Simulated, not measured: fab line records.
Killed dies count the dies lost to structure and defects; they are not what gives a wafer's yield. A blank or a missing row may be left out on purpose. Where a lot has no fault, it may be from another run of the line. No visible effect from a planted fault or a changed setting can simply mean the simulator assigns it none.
Split-lot study || flow n5 finfet || route with 1938 steps; 7 lots, 21 wafers read

THE SPLIT ITSELF
At N5_BEOL_M13_SPUTTER_43 (material TaN, target thk 15 nm, time 24.19 s), the setting time s was moved away from the recipe's 24.19 s on 8 of the 21 wafers read, by -12.7% to +11.2%. The other wafers ran this setting at the recipe's value.

Reading taken at the split's own step.

THE READING
TaN_of_BEOL_M13_SPUTTER_43.thk nm (the simulator's own value, which no gauge read), in nm, at N5_BEOL_M13_SPUTTER_43 (material TaN, target thk 15 nm, time 24.19 s). There is no usual value for it anywhere in the file. Across the 13 wafers here that went through the recipe, the average is 14.9 nm and the standard deviation 0.15 nm.

{"wafer": "L075.3", "tool, chamber at the split": "pvd sputter-03, -", "time s as run, s": 24.19, "against the recipe": "recipe", "TaN_of_BEOL_M13_SPUTTER_43.thk nm, nm": 15, "against lot-mates on the recipe": "-"}
{"wafer": "L075.4", "tool, chamber at the split": "pvd sputter-03, -", "time s as run, s": 26.9, "against the recipe": "+11.2%", "TaN_of_BEOL_M13_SPUTTER_43.thk nm, nm": 16.8, "against lot-mates on the recipe": "+1.8"}
{"wafer": "L075.6", "tool, chamber at the split": "pvd sputter-03, -", "time s as run, s": 26.9, "against the recipe": "+11.2%", "TaN_of_BEOL_M13_SPUTTER_43.thk nm, nm": 16.8, "against lot-mates on the recipe": "+1.8"}
{"wafer": "L076.3", "tool, chamber at the split": "pvd sputter-01, -", "time s as run, s": 24.19, "against the recipe": "recipe", "TaN_of_BEOL_M13_SPUTTER_43.thk nm, nm": 15, "against lot-mates on the recipe": "-"}
{"wafer": "L076.6", "tool, chamber at the split": "pvd sputter-01, -", "time s as run, s": 24.19, "against the recipe": "recipe", "TaN_of_BEOL_M13_SPUTTER_43.thk nm, nm": 15, "against lot-mates on the recipe": "-"}
{"wafer": "L076.5", "tool, chamber at the split": "pvd sputter-01, -", "time s as run, s": 24.19, "against the recipe": "recipe", "TaN_of_BEOL_M13_SPUTTER_43.thk nm, nm": 14.8, "against lot-mates on the recipe": "-"}
{"wafer": "L077.1", "tool, chamber at the split": "pvd sputter-02, -", "time s as run, s": 24.19, "against the recipe": "recipe", "TaN_of_BEOL_M13_SPUTTER_43.thk nm, nm": 14.8, "against lot-mates on the recipe": "-"}
{"wafer": "L077.2", "tool, chamber at the split": "pvd sputter-02, -", "time s as run, s": 21.12, "against the recipe": "-12.7%", "TaN_of_BEOL_M13_SPUTTER_43.thk nm, nm": 12.8, "against lot-mates on the recipe": -1.9}
{"wafer": "L077.3", "tool, chamber at the split": "pvd sputter-02, -", "time s as run, s": 24.19, "against the recipe": "recipe", "TaN_of_BEOL_M13_SPUTTER_43.thk nm, nm": 14.6, "against lot-mates on the recipe": "-"}
{"wafer": "L080.2", "tool, chamber at the split": "pvd sputter-01, -", "time s as run, s": 24.19, "against the recipe": "recipe", "TaN_of_BEOL_M13_SPUTTER_43.thk nm, nm": 15, "against lot-mates on the recipe": "-"}
{"wafer": "L080.3", "tool, chamber at the split": "pvd sputter-01, -", "time s as run, s": 22.17, "against the recipe": "-8.4%", "TaN_of_BEOL_M13_SPUTTER_43.thk nm, nm": 13.8, "against lot-mates on the recipe": -1.2}
{"wafer": "L080.5", "tool, chamber at the split": "pvd sputter-01, -", "time s as run, s": 22.17, "against the recipe": "-8.4%", "TaN_of_BEOL_M13_SPUTTER_43.thk nm, nm": 13.8, "against lot-mates on the recipe": -1.2}
{"wafer": "L081.3", "tool, chamber at the split": "pvd sputter-02, -", "time s as run, s": 24.19, "against the recipe": "recipe", "TaN_of_BEOL_M13_SPUTTER_43.thk nm, nm": 15, "against lot-mates on the recipe": "-"}
{"wafer": "L081.5", "tool, chamber at the split": "pvd sputter-02, -", "time s as run, s": 24.19, "against the recipe": "recipe", "TaN_of_BEOL_M13_SPUTTER_43.thk nm, nm": 15, "against lot-mates on the recipe": "-"}
{"wafer": "L081.6", "tool, chamber at the split": "pvd sputter-02, -", "time s as run, s": 24.19, "against the recipe": "recipe", "TaN_of_BEOL_M13_SPUTTER_43.thk nm, nm": 14.8, "against lot-mates on the recipe": "-"}
{"wafer": "L083.1", "tool, chamber at the split": "pvd sputter-02, -", "time s as run, s": 24.19, "against the recipe": "recipe", "TaN_of_BEOL_M13_SPUTTER_43.thk nm, nm": 14.8, "against lot-mates on the recipe": "-"}
{"wafer": "L083.3", "tool, chamber at the split": "pvd sputter-02, -", "time s as run, s": 24.19, "against the recipe": "recipe", "TaN_of_BEOL_M13_SPUTTER_43.thk nm, nm": 14.8, "against lot-mates on the recipe": "-"}
{"wafer": "L083.4", "tool, chamber at the split": "pvd sputter-02, -", "time s as run, s": 21.3, "against the recipe": "-11.9%", "TaN_of_BEOL_M13_SPUTTER_43.thk nm, nm": 13.2, "against lot-mates on the recipe": -1.6}
{"wafer": "L093.1", "tool, chamber at the split": "pvd sputter-03, -", "time s as run, s": 24.19, "against the recipe": "recipe", "TaN_of_BEOL_M13_SPUTTER_43.thk nm, nm": 15.2, "against lot-mates on the recipe": "-"}
{"wafer": "L093.4", "tool, chamber at the split": "pvd sputter-03, -", "time s as run, s": 26.6, "against the recipe": "+10.0%", "TaN_of_BEOL_M13_SPUTTER_43.thk nm, nm": 16.8, "against lot-mates on the recipe": "+1.6"}
{"wafer": "L093.5", "tool, chamber at the split": "pvd sputter-03, -", "time s as run, s": 26.6, "against the recipe": "+10.0%", "TaN_of_BEOL_M13_SPUTTER_43.thk nm, nm": 16.6, "against lot-mates on the recipe": "+1.4"}

THE FIT
A straight line over all 21 wafers: TaN_of_BEOL_M13_SPUTTER_43.thk nm changes by +0.161 nm for each +1% of time s; r = +0.99; the points scatter about the line by 0.16 nm.
The same after taking each lot's own level away (the mean of its wafers on the recipe; 21 wafers): +0.149 nm for each +1%; r = +1.00; scatter 0.089 nm.
Per that fit: largest time s move, reading shift of 1.9 nm.
The span of the lots' own levels, 14.70 to 15.20 nm, comes to 3.4 times the standard deviation stated above.
The two slopes agree, so the slope changes little with the lot-to-lot level.
Check: for one of the wafers moved furthest among these (-12.7%), held out of the fit, the line's prediction against its lot-mates is -1.86 nm. It came out at -1.9 nm against them.

ADDITIONAL SPLITS CARRIED BY THESE WAFERS
These wafers also went through other splits before the reading. Each is held against what the fit with the lots' levels taken away leaves over:
{"other split on the same wafers": "N5_BEOL_M10_COAT_63 spin rpm", "wafers away from the commonest value": 4, "r with TaN_of_BEOL_M13_SPUTTER_43.thk nm (lot level and that fit taken away)": -0.21}
{"other split on the same wafers": "N5_BEOL_M10_EXPOSE_25 dose mj", "wafers away from the commonest value": 12, "r with TaN_of_BEOL_M13_SPUTTER_43.thk nm (lot level and that fit taken away)": -0.21}
{"other split on the same wafers": "N5_BEOL_M11_ETCH_66 time s", "wafers away from the commonest value": 7, "r with TaN_of_BEOL_M13_SPUTTER_43.thk nm (lot level and that fit taken away)": -0.22}
{"other split on the same wafers": "N5_BEOL_M11_TRENCH_ETCH_37 bias w", "wafers away from the commonest value": 10, "r with TaN_of_BEOL_M13_SPUTTER_43.thk nm (lot level and that fit taken away)": -0.14}
{"other split on the same wafers": "N5_BEOL_M11_ETCH_41 time s", "wafers away from the commonest value": 8, "r with TaN_of_BEOL_M13_SPUTTER_43.thk nm (lot level and that fit taken away)": -0.05}
{"other split on the same wafers": "N5_BEOL_M13_COAT_04 spin rpm", "wafers away from the commonest value": 6, "r with TaN_of_BEOL_M13_SPUTTER_43.thk nm (lot level and that fit taken away)": "+0.20"}
{"other split on the same wafers": "N5_BEOL_M13_EXPOSE_07 dose mj", "wafers away from the commonest value": 7, "r with TaN_of_BEOL_M13_SPUTTER_43.thk nm (lot level and that fit taken away)": "+0.29"}

FILE'S OWN FIT
TaN_of_BEOL_M13_SPUTTER_43.thk nm changes by +0.148 nm for each +1% of time s, r = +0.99.
